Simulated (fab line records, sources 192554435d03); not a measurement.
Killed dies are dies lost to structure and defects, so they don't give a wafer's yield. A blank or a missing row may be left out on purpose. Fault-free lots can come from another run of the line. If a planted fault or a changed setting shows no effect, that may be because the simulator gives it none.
fab line records    flow n5Finfet    part 2 of 2: steps 22 to 31 of 31
[record] lots = 5  wafers = 15  lastDay = 19
route steps=1938 shown BEOL_M0_SAQP@681 BEOL_M0_CUTY@701
lots with no fault: from the same line, run without faults
startH: hours from the record's first day to the start of the lot's first wafer shown    waitH: hours elapsed since this lot's preceding step    " the same as in the row above    L1.1+2: one row covering several wafers at once    - value missing, or start not given    * or withheld: withheld    < > ~ a bound
route shown NAME@n: names a module that has steps shown in the file, with the first one's number in the route    usual: mean/standard deviation taken from wafers without a fault    same: alike in all rows    chamber/n: place in a boat    sites: the reading at each site    _std_site: standard deviation across them    _edge_site: inner sites' mean taken away from outer sites' mean    radiusMm: for every site, how far away it sits from the centre of the wafer    mask NAME#n: copy n    behind: the last tool/chamber to shape the wafer    hold: why the lot was held/for how many hours/how that ended    device: names the non-switching transistor (n, p or np)    end of line: the same wafers' tests at the end of the route    a step without rows: its recipe alone    killed: count of dies lost to structure and defects at first sort (not the wafer's yield)    map: shows each die of a wafer: x if killed, . if not, _ if none is there
set.NAME: setting as actually run; set.NAME@STEP: the setting as run at that earlier step    model.NAME: the simulator's own value behind a step, which no gauge read
lots at selected steps of the route; one table per step, one row per wafer
services: from which hour (startH, from the record's first day; less than 0 if before it) a tool's chamber was out of use, for how many hours, and why
[[steps]]
[step N5_BEOL_M0_CUTY_COAT_51]
[recipe] resist = CAR-ArF-block  spinRpm = 1500  resistThkNm = 150
lot.wafer   tool           chamber  startH  waitH
L076.2+3+6  lithoTrack-05  0        -       -
L085.1+5+6  lithoTrack-05  0        -       -
L091.3+4+5  lithoTrack-05  0        -       -
L093.2+3+5  lithoTrack-03  0        -       -
L097.1+4+5  lithoTrack-03  0        -       -
[step N5_BEOL_M0_CUTY_EBR_52]
[recipe] solvent = PGMEA  ebrWidthMm = 1.5
lot.wafer   tool           chamber  startH  waitH
L076.2+3+6  lithoTrack-05  0        -       -
L085.1+5+6  lithoTrack-05  0        -       -
L091.3+4+5  lithoTrack-05  0        -       -
L093.2+3+5  lithoTrack-03  0        -       -
L097.1+4+5  lithoTrack-03  0        -       -
[step N5_BEOL_M0_CUTY_SOFTBAKE_53]
[recipe] tempC = 110  timeS = 60  resist = CAR-ArF-block
[usual] heaterPowerTotalW = 175.5/1.7
lot.wafer  tool           chamber  startH  waitH  heaterPowerTotalW
L076.2     lithoTrack-05  0        -       -      174.8
L076.3     "              0        "       "      175.4
L076.6     "              0        "       "      174.1
L085.1     lithoTrack-05  0        -       -      173.0
L085.5     "              0        "       "      176.6
L085.6     "              0        "       "      177.2
L091.3     lithoTrack-05  0        -       -      175.5
L091.4     "              0        "       "      177.5
L091.5     "              0        "       "      177.2
L093.2     lithoTrack-03  0        -       -      177.6
L093.3     "              0        "       "      177.3
L093.5     "              0        "       "      173.0
L097.1     lithoTrack-03  0        -       -      174.4
L097.4     "              0        "       "      174.3
L097.5     "              0        "       "      173.0
[step N5_BEOL_M0_CUTY_EXPOSE_54]
[recipe] maskId = M0_ABLK  na = 1.35  sourceShape = conventional  sigmaOuter = 0.8  polarization = unpolarized  doseMj = 36
lot.wafer   tool            chamber  startH  waitH  mask
L076.2+3+6  arfiScanner-01  0        132.57  -      M0_ABLK#0
L085.1+5+6  arfiScanner-03  0        190.22  -      M0_ABLK#0
L091.3+4+5  arfiScanner-01  0        215.77  -      M0_ABLK#0
L093.2+3+5  arfiScanner-02  0        230.65  -      M0_ABLK#0
L097.1+4+5  arfiScanner-01  0        254.32  -      M0_ABLK#0
[step N5_BEOL_M0_CUTY_PEB_55]
[recipe] pebTempC = 110  pebTimeS = 60  resist = CAR-ArF-block
[usual] heaterPowerTotalW = 175.6/1.5
lot.wafer  tool           chamber  startH  waitH  heaterPowerTotalW
L076.2     lithoTrack-03  0        132.62  0.0    176.9
L076.3     "              0        "       "      176.3
L076.6     "              0        "       "      175.9
L085.1     lithoTrack-01  0        190.28  0.1    176.5
L085.5     "              0        "       "      174.0
L085.6     "              0        "       "      176.5
L091.3     lithoTrack-03  0        215.81  0.0    175.1
L091.4     "              0        "       "      173.6
L091.5     "              0        "       "      176.5
L093.2     lithoTrack-01  0        230.70  0.0    173.0
L093.3     "              0        "       "      174.4
L093.5     "              0        "       "      173.6
L097.1     lithoTrack-01  0        254.38  0.1    176.2
L097.4     "              0        "       "      176.6
L097.5     "              0        "       "      177.4
[step N5_BEOL_M0_CUTY_DEVELOP_56]
[recipe] developTimeS = 30  developer = TMAH  resist = CAR-ArF-block  rinseLiquid = diw  dry = airSpin  devTempC = 23
lot.wafer   tool           chamber  startH  waitH
L076.2+3+6  lithoTrack-03  0        -       -
L085.1+5+6  lithoTrack-01  0        -       -
L091.3+4+5  lithoTrack-03  0        -       -
L093.2+3+5  lithoTrack-01  0        -       -
L097.1+4+5  lithoTrack-01  0        -       -
[step N5_BEOL_M0_CUTY_CD_MEAS_57]
[recipe] targetCdNm = 200  landingEnergyEv = 500  detector = seInlens  polarity = line
[usual] cdNm = 200.0/1.3
lot.wafer  tool      chamber  startH  waitH  cdNm
L076.2     cdSem-03  0        132.69  -      197.3
L076.3     "         0        "       "      197.7
L076.6     "         0        "       "      197.7
L085.1     cdSem-03  0        190.35  -      199.6
L085.5     "         0        "       "      200.7
L085.6     "         0        "       "      201.2
L091.3     cdSem-02  0        215.88  -      200.6
L091.4     "         0        "       "      199.8
L091.5     "         0        "       "      198.6
L093.2     cdSem-01  0        230.77  -      200.1
L093.3     "         0        "       "      201.2
L093.5     "         0        "       "      201.6
L097.1     cdSem-03  0        254.44  -      202.6
L097.4     "         0        "       "      200.5
L097.5     "         0        "       "      201.9
[step N5_BEOL_M0_CUTY_OVL_MEAS_58]
[recipe] pointsPerWafer = 44
[usual] M0_ABLK_OVL = -0.4/0.72
lot.wafer  tool        chamber  startH  waitH  M0_ABLK_OVL[nm]
L076.2     overlay-02  0        132.71  0.0    -0.7
L076.3     "           0        "       "      -0.3
L076.6     "           0        "       "      -1.0
L085.1     overlay-01  0        190.38  0.0    0.0
L085.5     "           0        "       "      -1.4
L085.6     "           0        "       "      -0.7
L091.3     overlay-01  0        215.91  0.0    -0.3
L091.4     "           0        "       "      -1.1
L091.5     "           0        "       "      -0.1
L093.2     overlay-01  0        230.80  0.0    -1.1
L093.3     "           0        "       "      -0.7
L093.5     "           0        "       "      -0.9
L097.1     overlay-02  0        254.47  0.0    -0.2
L097.4     "           0        "       "      0.3
L097.5     "           0        "       "      0.3
[step N5_BEOL_M0_CUTY_INSPECT_59]
[recipe] mode = adi  inspectInstrument = macro
[usual] rawDefectCount = 1.9/1.4
lot.wafer  tool              chamber  startH  waitH  rawDefectCount
L076.2     defectInspect-01  -        132.74  0.0    2
L076.3     "                 -        "       "      1
L076.6     "                 -        "       "      1
L085.1     defectInspect-02  -        190.40  0.0    2
L085.5     "                 -        "       "      0
L085.6     "                 -        "       "      0
L091.3     defectInspect-02  -        215.93  0.0    0
L091.4     "                 -        "       "      3
L091.5     "                 -        "       "      1
L093.2     defectInspect-01  -        230.83  0.0    2
L093.3     "                 -        "       "      3
L093.5     "                 -        "       "      2
L097.1     defectInspect-02  -        254.50  0.0    2
L097.4     "                 -        "       "      0
L097.5     "                 -        "       "      0
[step N5_BEOL_M0_CUTY_DESCUM_61]
[recipe] chemistry = O2  timeS = 7.9  sourcePowerW = 50  biasPowerW = 20  pressureMtorr = 20  rfFrequencyHz = 2.712e+07  tempC = 40  resist = CAR-ArF-block  o2FlowSccm = 225
[usual] drypumpMotorCurrentA = 6.0/0.48  o2FlowSccm = 224.9/0.72  oesProductAu = 0.79/0.1  rfVppV = 242.8/1.3  showerheadPlenumPTorr = 2.07/0.062  throttleValvePct = 20.5/0.33
lot.wafer  tool        chamber  startH  waitH  drypumpMotorCurrentA  o2FlowSccm  oesProductAu  rfHoursCounterH  rfVppV  showerheadPlenumPTorr  throttleValvePct
L076.2     rieDiel-01  1        132.77  0.0    5.8                   224.9       0.94          12               243.9   2.05                   20.4
L076.3     "           3        "       "      6.0                   225.4       0.97          17               244.7   2.06                   20.0
L076.6     "           1        "       "      5.8                   224.6       0.96          -                241.2   2.05                   20.4
L085.1     rieDiel-01  1        190.74  0.3    5.7                   224.8       0.90          29               242.7   2.04                   20.4
L085.5     "           0        "       "      6.4                   224.3       0.71          -                244.1   2.16                   20.7
L085.6     "           3        "       "      5.9                   224.7       0.93          -                242.1   2.05                   20.0
L091.3     rieDiel-01  0        216.70  0.8    6.5                   224.9       0.71          205              243.6   2.15                   20.7
L091.4     "           1        "       "      5.8                   223.5       0.90          38               241.3   2.04                   20.4
L091.5     "           2        "       "      6.6                   225.8       0.75          -                242.7   2.02                   20.9
L093.2     rieDiel-01  1        230.96  0.1    5.8                   225.1       0.88          44               242.5   2.04                   20.5
L093.3     "           3        "       "      5.9                   224.8       0.90          52               243.3   2.05                   20.1
L093.5     "           2        "       "      6.6                   224.2       0.75          -                241.5   2.02                   21.0
L097.1     rieDiel-03  3        254.53  0.0    6.5                   225.6       0.68          235              243.7   2.15                   20.6
L097.4     "           3        "       "      6.5                   225.8       0.69          -                243.6   2.15                   20.6
L097.5     "           3        "       "      6.5                   224.7       0.68          -                243.6   2.15                   20.6
[[services]]
tool            chamber  startH  hours  kind
arfiScanner-03  -        110.12  1.0    pm
arfiScanner-01  -        116.81  1.3    pm
rieDiel-06      0        117.80  3.6    repair
euvScanner-02   -        119.53  1.0    pm
rieDiel-02      -        145.67  1.1    repair
euvScanner-02   -        175.68  1.0    pm
arfiScanner-01  -        175.75  0.8    pm
rieDiel-06      3        177.16  1.4    repair
rieDiel-06      1        192.14  6.6    repair
arfiScanner-01  -        192.61  17.1   repair
rieDiel-01      2        196.01  16.2   repair
rieDiel-06      3        210.04  5.9    repair
arfiScanner-01  -        211.32  1.0    pm
aldSin-04       -        214.90  14.6   pm
rieDiel-05      -        215.11  2.8    pm
euvScanner-02   -        225.53  0.8    repair
arfiScanner-01  -        228.52  3.9    pm
euvScanner-02   -        231.29  4.6    pm
aldSin-04       -        232.41  0.3    repair
rieDiel-01      0        236.26  2.0    repair
arfiScanner-01  -        241.44  1.0    pm
arfiScanner-01  -        242.44  1.3    pm
rieDiel-01      1        242.72  9.3    repair
aldSin-04       1        244.68  5.6    repair
